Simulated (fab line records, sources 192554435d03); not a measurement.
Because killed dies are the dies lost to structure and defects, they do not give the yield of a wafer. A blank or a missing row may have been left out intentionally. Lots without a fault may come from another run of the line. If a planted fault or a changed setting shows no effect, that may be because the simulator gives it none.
Which tool is to blame? || flow n5Finfet || Sampling: 11 lots, 33 wafers, 4 of 1938 route steps

== WHAT THE GAUGES READ, wafer by wafer ==
The record lacks any reading of a measuring or inspecting step that a usual standard deviation could be used to judge.

== TOOL THAT RAN EACH LOT (tool first, then ch and the chambers of the sampled wafers, then the start) ==
{"lot": "L246", "N5_BEOL_M4_ETCHBACK_99": "rieDiel-01 ch 0,2,3, day 8 20:08", "N5_MIM_TOP_ETCH_STRIP_01": "rieDiel-02 ch 1,2,3, day 12 20:26", "N5_PASSIVATION_PASS_ETCH_74": "rieDiel-05 ch 0,1,2, day 12 23:03", "N5_PASSIVATION_PROBE_49": "-"}
{"lot": "L248", "N5_BEOL_M4_ETCHBACK_99": "rieDiel-04 ch 0,1,3, day 9 04:01", "N5_MIM_TOP_ETCH_STRIP_01": "rieDiel-06 ch 0,2,3, day 13 00:17", "N5_PASSIVATION_PASS_ETCH_74": "rieDiel-05 ch 1,2, day 13 05:01", "N5_PASSIVATION_PROBE_49": "-"}
{"lot": "L247", "N5_BEOL_M4_ETCHBACK_99": "rieDiel-01 ch 0,2,3, day 9 04:03", "N5_MIM_TOP_ETCH_STRIP_01": "rieDiel-02 ch 0,2,3, day 13 07:38", "N5_PASSIVATION_PASS_ETCH_74": "rieDiel-05 ch 1,2, day 13 14:46", "N5_PASSIVATION_PROBE_49": "-"}
{"lot": "L249", "N5_BEOL_M4_ETCHBACK_99": "rieDiel-01 ch 0,2, day 9 07:06", "N5_MIM_TOP_ETCH_STRIP_01": "rieDiel-06 ch 1,2, day 13 20:34", "N5_PASSIVATION_PASS_ETCH_74": "rieDiel-02 ch 1,3, day 13 22:47", "N5_PASSIVATION_PROBE_49": "-"}
{"lot": "L251", "N5_BEOL_M4_ETCHBACK_99": "rieDiel-01 ch 2,3, day 9 17:54", "N5_MIM_TOP_ETCH_STRIP_01": "rieDiel-06 ch 0,1,2, day 13 20:37", "N5_PASSIVATION_PASS_ETCH_74": "rieDiel-02 ch 0,2,3, day 14 00:02", "N5_PASSIVATION_PROBE_49": "-"}
{"lot": "L252", "N5_BEOL_M4_ETCHBACK_99": "rieDiel-01 ch 0,3, day 10 04:01", "N5_MIM_TOP_ETCH_STRIP_01": "rieDiel-05 ch 0,2,3, day 14 05:59", "N5_PASSIVATION_PASS_ETCH_74": "rieDiel-06 ch 1,2, day 14 09:47", "N5_PASSIVATION_PROBE_49": "-"}
{"lot": "L254", "N5_BEOL_M4_ETCHBACK_99": "rieDiel-01 ch 1,2, day 10 14:13", "N5_MIM_TOP_ETCH_STRIP_01": "rieDiel-05 ch 1,3, day 14 23:49", "N5_PASSIVATION_PASS_ETCH_74": "rieDiel-05 ch 1,3, day 15 03:08", "N5_PASSIVATION_PROBE_49": "-"}
{"lot": "L257", "N5_BEOL_M4_ETCHBACK_99": "rieDiel-01 ch 0,2,3, day 11 16:18", "N5_MIM_TOP_ETCH_STRIP_01": "rieDiel-02 ch 0,2, day 16 01:11", "N5_PASSIVATION_PASS_ETCH_74": "rieDiel-06 ch 1,2, day 16 04:39", "N5_PASSIVATION_PROBE_49": "-"}
{"lot": "L265", "N5_BEOL_M4_ETCHBACK_99": "rieDiel-01 ch 0,3, day 13 05:41", "N5_MIM_TOP_ETCH_STRIP_01": "rieDiel-05 ch 1,3, day 17 19:58", "N5_PASSIVATION_PASS_ETCH_74": "rieDiel-02 ch 0,1,2, day 18 00:27", "N5_PASSIVATION_PROBE_49": "prober-01, day 18 06:56"}
{"lot": "L264", "N5_BEOL_M4_ETCHBACK_99": "rieDiel-04 ch 1,2,3, day 13 14:59", "N5_MIM_TOP_ETCH_STRIP_01": "rieDiel-02 ch 0,3, day 18 06:05", "N5_PASSIVATION_PASS_ETCH_74": "rieDiel-02 ch 0,2, day 18 08:50", "N5_PASSIVATION_PROBE_49": "-"}
{"lot": "L266", "N5_BEOL_M4_ETCHBACK_99": "rieDiel-01 ch 0,1,3, day 13 15:53", "N5_MIM_TOP_ETCH_STRIP_01": "rieDiel-06 ch 0,1,3, day 18 09:28", "N5_PASSIVATION_PASS_ETCH_74": "rieDiel-05 ch 1,2,3, day 18 17:42", "N5_PASSIVATION_PROBE_49": "prober-01, day 19 00:37"}
- N5_BEOL_M4_ETCHBACK_99: etches SiO2 in CHF3, target depth 5 nm, time 10.4 s.
- N5_MIM_TOP_ETCH_STRIP_01: strips in O2.
- N5_PASSIVATION_PASS_ETCH_74: etches SiNx in CF4/O2, target depth 220 nm, time 110 s.
- N5_PASSIVATION_PROBE_49

== AS READ BY THE TOOLS THEMSELVES (means over the sampled wafers that have a number; for cases with no such wafer, the mark the record gives instead) ==
N5_BEOL_M4_ETCHBACK_99. Usual: drypumpMotorCurrentA 5.9 A, standard deviation 0.33; oesProductAu 0.78 a.u., standard deviation 0.072; rfVppV 240.7 V, standard deviation 2.3; showerheadPlenumPTorr 2.11 Torr, standard deviation 0.065; throttleValvePct 17.03 %, standard deviation 0.26.
{"lot": "L246", "tool": "rieDiel-01", "drypumpMotorCurrentA (A)": 6.0, "oesProductAu (a.u.)": 0.77, "rfVppV (V)": 240.7, "showerheadPlenumPTorr (Torr)": 2.09, "throttleValvePct (%)": 16.96, "flag": ""}
{"lot": "L248", "tool": "rieDiel-04", "drypumpMotorCurrentA (A)": 5.8, "oesProductAu (a.u.)": 0.84, "rfVppV (V)": 242.7, "showerheadPlenumPTorr (Torr)": 2.22, "throttleValvePct (%)": 16.99, "flag": ""}
{"lot": "L247", "tool": "rieDiel-01", "drypumpMotorCurrentA (A)": 6.0, "oesProductAu (a.u.)": 0.77, "rfVppV (V)": 240.5, "showerheadPlenumPTorr (Torr)": 2.09, "throttleValvePct (%)": 16.97, "flag": ""}
{"lot": "L249", "tool": "rieDiel-01", "drypumpMotorCurrentA (A)": 6.1, "oesProductAu (a.u.)": 0.77, "rfVppV (V)": 240.7, "showerheadPlenumPTorr (Torr)": 2.09, "throttleValvePct (%)": 16.81, "flag": ""}
{"lot": "L251", "tool": "rieDiel-01", "drypumpMotorCurrentA (A)": 5.9, "oesProductAu (a.u.)": 0.75, "rfVppV (V)": 239.9, "showerheadPlenumPTorr (Torr)": 2.09, "throttleValvePct (%)": 17.17, "flag": ""}
{"lot": "L252", "tool": "rieDiel-01", "drypumpMotorCurrentA (A)": 5.8, "oesProductAu (a.u.)": 0.78, "rfVppV (V)": 240.2, "showerheadPlenumPTorr (Torr)": 2.07, "throttleValvePct (%)": 17.06, "flag": ""}
{"lot": "L254", "tool": "rieDiel-01", "drypumpMotorCurrentA (A)": 6.1, "oesProductAu (a.u.)": 0.68, "rfVppV (V)": 240.9, "showerheadPlenumPTorr (Torr)": 2.12, "throttleValvePct (%)": 17.09, "flag": ""}
{"lot": "L257", "tool": "rieDiel-01", "drypumpMotorCurrentA (A)": 6.0, "oesProductAu (a.u.)": 0.74, "rfVppV (V)": 241.5, "showerheadPlenumPTorr (Torr)": 2.08, "throttleValvePct (%)": 17.02, "flag": ""}
{"lot": "L265", "tool": "rieDiel-01", "drypumpMotorCurrentA (A)": 5.8, "oesProductAu (a.u.)": 0.76, "rfVppV (V)": 239.2, "showerheadPlenumPTorr (Torr)": 2.05, "throttleValvePct (%)": 17.12, "flag": ""}
{"lot": "L264", "tool": "rieDiel-04", "drypumpMotorCurrentA (A)": 5.8, "oesProductAu (a.u.)": 0.77, "rfVppV (V)": 243.3, "showerheadPlenumPTorr (Torr)": 2.26, "throttleValvePct (%)": 17.31, "flag": ""}
{"lot": "L266", "tool": "rieDiel-01", "drypumpMotorCurrentA (A)": 5.9, "oesProductAu (a.u.)": 0.81, "rfVppV (V)": 240.1, "showerheadPlenumPTorr (Torr)": 2.07, "throttleValvePct (%)": 16.93, "flag": ""}

N5_MIM_TOP_ETCH_STRIP_01. Usual: drypumpMotorCurrentA 5.7 A, standard deviation 0.33; oesProductAu 0.78 a.u., standard deviation 0.076; rfVppV 3.9 V, standard deviation 1.3; showerheadPlenumPTorr 2.08 Torr, standard deviation 0.081; throttleValvePct 16.71 %, standard deviation 0.3.
{"lot": "L246", "tool": "rieDiel-02", "drypumpMotorCurrentA (A)": 5.8, "oesProductAu (a.u.)": 0.75, "rfVppV (V)": 4.3, "showerheadPlenumPTorr (Torr)": 2.10, "throttleValvePct (%)": 16.84, "flag": ""}
{"lot": "L248", "tool": "rieDiel-06", "drypumpMotorCurrentA (A)": 5.6, "oesProductAu (a.u.)": 0.80, "rfVppV (V)": 3.9, "showerheadPlenumPTorr (Torr)": 2.14, "throttleValvePct (%)": 16.71, "flag": ""}
{"lot": "L247", "tool": "rieDiel-02", "drypumpMotorCurrentA (A)": 5.5, "oesProductAu (a.u.)": 0.80, "rfVppV (V)": 4.7, "showerheadPlenumPTorr (Torr)": 2.08, "throttleValvePct (%)": 16.61, "flag": ""}
{"lot": "L249", "tool": "rieDiel-06", "drypumpMotorCurrentA (A)": 5.9, "oesProductAu (a.u.)": 0.70, "rfVppV (V)": 5.1, "showerheadPlenumPTorr (Torr)": 1.98, "throttleValvePct (%)": 17.15, "flag": ""}
{"lot": "L251", "tool": "rieDiel-06", "drypumpMotorCurrentA (A)": 5.9, "oesProductAu (a.u.)": 0.74, "rfVppV (V)": 4.4, "showerheadPlenumPTorr (Torr)": 2.04, "throttleValvePct (%)": 17.03, "flag": ""}
{"lot": "L252", "tool": "rieDiel-05", "drypumpMotorCurrentA (A)": 5.9, "oesProductAu (a.u.)": 0.74, "rfVppV (V)": 2.6, "showerheadPlenumPTorr (Torr)": 2.09, "throttleValvePct (%)": 16.60, "flag": ""}
{"lot": "L254", "tool": "rieDiel-05", "drypumpMotorCurrentA (A)": 5.3, "oesProductAu (a.u.)": 0.83, "rfVppV (V)": 4.1, "showerheadPlenumPTorr (Torr)": 2.03, "throttleValvePct (%)": 16.60, "flag": ""}
{"lot": "L257", "tool": "rieDiel-02", "drypumpMotorCurrentA (A)": 5.4, "oesProductAu (a.u.)": 0.79, "rfVppV (V)": 3.0, "showerheadPlenumPTorr (Torr)": 2.05, "throttleValvePct (%)": 16.57, "flag": ""}
{"lot": "L265", "tool": "rieDiel-05", "drypumpMotorCurrentA (A)": 5.4, "oesProductAu (a.u.)": 0.81, "rfVppV (V)": 4.7, "showerheadPlenumPTorr (Torr)": 2.03, "throttleValvePct (%)": 16.58, "flag": ""}
{"lot": "L264", "tool": "rieDiel-02", "drypumpMotorCurrentA (A)": 5.4, "oesProductAu (a.u.)": 0.75, "rfVppV (V)": 3.6, "showerheadPlenumPTorr (Torr)": 2.09, "throttleValvePct (%)": 16.75, "flag": ""}
{"lot": "L266", "tool": "rieDiel-06", "drypumpMotorCurrentA (A)": 5.6, "oesProductAu (a.u.)": 0.76, "rfVppV (V)": 4.6, "showerheadPlenumPTorr (Torr)": 2.10, "throttleValvePct (%)": 16.79, "flag": ""}

N5_PASSIVATION_PASS_ETCH_74. Usual: cf4FlowSccm 100.0 sccm, standard deviation 0.32; drypumpMotorCurrentA 5.7 A, standard deviation 0.34; oesProductAu 0.77 a.u., standard deviation 0.079; rfVppV 240.0 V, standard deviation 2.3; showerheadPlenumPTorr 2.19 Torr, standard deviation 0.083; throttleValvePct 16.05 %, standard deviation 0.29.
{"lot": "L246", "tool": "rieDiel-05", "cf4FlowSccm (sccm)": 100.1, "drypumpMotorCurrentA (A)": 5.8, "oesProductAu (a.u.)": 0.74, "rfVppV (V)": 238.6, "showerheadPlenumPTorr (Torr)": 2.20, "throttleValvePct (%)": 15.98, "flag": ""}
{"lot": "L248", "tool": "rieDiel-05", "cf4FlowSccm (sccm)": 99.9, "drypumpMotorCurrentA (A)": 5.8, "oesProductAu (a.u.)": 0.74, "rfVppV (V)": 238.5, "showerheadPlenumPTorr (Torr)": 2.22, "throttleValvePct (%)": 15.95, "flag": ""}
{"lot": "L247", "tool": "rieDiel-05", "cf4FlowSccm (sccm)": 100.2, "drypumpMotorCurrentA (A)": 5.5, "oesProductAu (a.u.)": 0.78, "rfVppV (V)": 238.0, "showerheadPlenumPTorr (Torr)": 2.19, "throttleValvePct (%)": 15.96, "flag": ""}
{"lot": "L249", "tool": "rieDiel-02", "cf4FlowSccm (sccm)": 99.9, "drypumpMotorCurrentA (A)": 5.8, "oesProductAu (a.u.)": 0.73, "rfVppV (V)": 241.9, "showerheadPlenumPTorr (Torr)": 2.23, "throttleValvePct (%)": 16.26, "flag": ""}
{"lot": "L251", "tool": "rieDiel-02", "cf4FlowSccm (sccm)": 100.1, "drypumpMotorCurrentA (A)": 5.5, "oesProductAu (a.u.)": 0.79, "rfVppV (V)": 239.9, "showerheadPlenumPTorr (Torr)": 2.18, "throttleValvePct (%)": 15.94, "flag": ""}
{"lot": "L252", "tool": "rieDiel-06", "cf4FlowSccm (sccm)": 100.0, "drypumpMotorCurrentA (A)": 5.9, "oesProductAu (a.u.)": 0.71, "rfVppV (V)": 238.9, "showerheadPlenumPTorr (Torr)": 2.08, "throttleValvePct (%)": 16.44, "flag": ""}
{"lot": "L254", "tool": "rieDiel-05", "cf4FlowSccm (sccm)": 100.2, "drypumpMotorCurrentA (A)": 5.4, "oesProductAu (a.u.)": 0.84, "rfVppV (V)": 239.3, "showerheadPlenumPTorr (Torr)": 2.15, "throttleValvePct (%)": 15.89, "flag": ""}
{"lot": "L257", "tool": "rieDiel-06", "cf4FlowSccm (sccm)": 100.1, "drypumpMotorCurrentA (A)": 5.9, "oesProductAu (a.u.)": 0.70, "rfVppV (V)": 238.1, "showerheadPlenumPTorr (Torr)": 2.08, "throttleValvePct (%)": 16.47, "flag": ""}
{"lot": "L265", "tool": "rieDiel-02", "cf4FlowSccm (sccm)": 99.9, "drypumpMotorCurrentA (A)": 5.7, "oesProductAu (a.u.)": 0.78, "rfVppV (V)": 240.3, "showerheadPlenumPTorr (Torr)": 2.21, "throttleValvePct (%)": 16.04, "flag": ""}
{"lot": "L264", "tool": "rieDiel-02", "cf4FlowSccm (sccm)": 99.8, "drypumpMotorCurrentA (A)": 5.4, "oesProductAu (a.u.)": 0.81, "rfVppV (V)": 239.0, "showerheadPlenumPTorr (Torr)": 2.19, "throttleValvePct (%)": 15.80, "flag": ""}
{"lot": "L266", "tool": "rieDiel-05", "cf4FlowSccm (sccm)": 100.1, "drypumpMotorCurrentA (A)": 5.6, "oesProductAu (a.u.)": 0.83, "rfVppV (V)": 239.0, "showerheadPlenumPTorr (Torr)": 2.18, "throttleValvePct (%)": 15.82, "flag": ""}

N5_PASSIVATION_PROBE_49. Usual: defectLimitedYield 91.2 %, standard deviation 1.5; killed_at_M0_to_M3 32, standard deviation 9.6; killed_at_M4_up 13, standard deviation 5.3; killedAtContacts 13, standard deviation 6.7; killedAtFrontEnd 42, standard deviation 11; killedAtOther 3.8, standard deviation 2.9; killedDies 103, standard deviation 17; killedOnRim 14, standard deviation 4.4; killedOpen 67, standard deviation 13; killedShort 35, standard deviation 7.9; sort_bin_5_function 5.2 %, standard deviation 0.94; sort_bin_6_memory 3.3 %, standard deviation 0.64; sortNPass 1077, standard deviation 17; sortYieldPct 91.2 %, standard deviation 1.5.
{"lot": "L265", "tool": "prober-01", "defectLimitedYield (%)": 86.8, "killed_at_M0_to_M3": 29, "killed_at_M4_up": 70, "killedAtContacts": 17, "killedAtFrontEnd": 37, "killedAtOther": 2.7, "killedDies": 155, "killedOnRim": 25, "killedOpen": 65, "killedShort": 32, "sort_bin_5_function (%)": 8.2, "sort_bin_6_memory (%)": 3.9, "sortNPass": 1025, "sortYieldPct (%)": 86.8, "flag": "OFF"}
{"lot": "L266", "tool": "prober-01", "defectLimitedYield (%)": 87.2, "killed_at_M0_to_M3": 29, "killed_at_M4_up": 49, "killedAtContacts": 12, "killedAtFrontEnd": 59, "killedAtOther": 1.7, "killedDies": 151, "killedOnRim": 23, "killedOpen": 85, "killedShort": 38, "sort_bin_5_function (%)": 7.7, "sort_bin_6_memory (%)": 4.5, "sortNPass": 1029, "sortYieldPct (%)": 87.2, "flag": "OFF"}

== THE ANSWER, worked out from the rows above alone ==
Rule: a lot is off if the mean of its wafers that have a number lies more than 3 standard deviations from the usual mean. A lot without any number at a reading at which 4 lots or more have one is off too. The other lots that the step has rows for count as sound. Order of review: gauges by route order, followed by the tools' own readings, for which a lot's mean as printed above is used. The first step at which some lot is off is used, and at that step the reading that is off furthest; a lot without a number counts as furthest.
Off at N5_PASSIVATION_PROBE_49 (killed_at_M4_up): L265, L266. Neither off nor sound, because the step has no rows for them: L246, L248, L247, L249, L251, L252, L254, L257, L264.
A tool fits if, at that step or a process step before it, it ran every lot that is off, and no sound lot after the first of them. This does not decide it: 2 tools fit, namely rieDiel-01 at N5_BEOL_M4_ETCHBACK_99 and prober-01 at N5_PASSIVATION_PROBE_49.

== WHAT HAD BEEN PUT IN BY THE SIMULATOR ==
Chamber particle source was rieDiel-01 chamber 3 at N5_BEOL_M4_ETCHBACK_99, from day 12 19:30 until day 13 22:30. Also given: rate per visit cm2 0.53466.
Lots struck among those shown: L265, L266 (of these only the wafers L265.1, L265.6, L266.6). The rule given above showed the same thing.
